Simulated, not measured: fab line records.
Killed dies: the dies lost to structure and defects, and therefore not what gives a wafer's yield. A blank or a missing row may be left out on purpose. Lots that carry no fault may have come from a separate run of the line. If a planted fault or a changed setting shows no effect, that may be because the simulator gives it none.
Matching of chambers | flow nand harc | 4 sister chambers for NHARC_P_BONDPAD_STRIP_15 on rie diel-11
The step strips in O2. 8 wafers are shown with their chamber, then 9 later ones without.

WAFERS, EACH WITH ITS CHAMBER
wafer  | chamber | drypump motor current A (A) | oes product au (a.u.)
L958.6 | 2       | 5.3                         | 0.991
L962.6 | 0       | 5.9                         | 1.011
L961.2 | 2       | 5.3                         | 0.975
L961.3 | 0       | 5.8                         | 0.997
L961.4 | 3       | 5.0                         | 0.998
L964.1 | 3       | 5.0                         | 0.995
L964.2 | 1       | 6.4                         | 1.009
L964.5 | 1       | 6.4                         | 1.010

WAFERS WITHOUT THEIR CHAMBER
wafer  | drypump motor current A (A) | oes product au (a.u.)
L972.4 | 5.1                         | 1.008
L972.5 | 6.4                         | 0.992
L972.6 | 5.3                         | 1.013
L975.1 | 6.4                         | 1.004
L975.3 | 5.8                         | 1.008
L975.6 | 5.3                         | 1.012
L977.1 | 5.0                         | 1.013
L977.2 | 6.4                         | 1.001
L977.3 | 5.3                         | 1.008

THE CHAMBER EACH PASSED THROUGH
wafer  | from the rows above | in truth
L972.4 | 3                   | 3
L972.5 | 1                   | 1
L972.6 | 2                   | 2
L975.1 | 1                   | 1
L975.3 | 0                   | 0
L975.6 | 2                   | 2
L977.1 | 3                   | 3
L977.2 | 1                   | 1
L977.3 | 2                   | 2
Correct placement for 9 of the 9. Number that these rows cannot place: 0. Wrongly placed: 0.
How it was worked out, from the rows above alone: a wafer's distance from a chamber is the root of the sum, over the readings, of the square of ((its reading less the chamber's mean) divided by the reading's scatter). The wafer belongs to the nearest chamber; if the next one is less than 2 further off, it can't be placed. Each chamber's mean is taken over the wafers shown for it. The scatter: take each reading less its chamber's mean, square it, sum over the shown wafers, divide by the number of wafers less the number of chambers, and take the root.
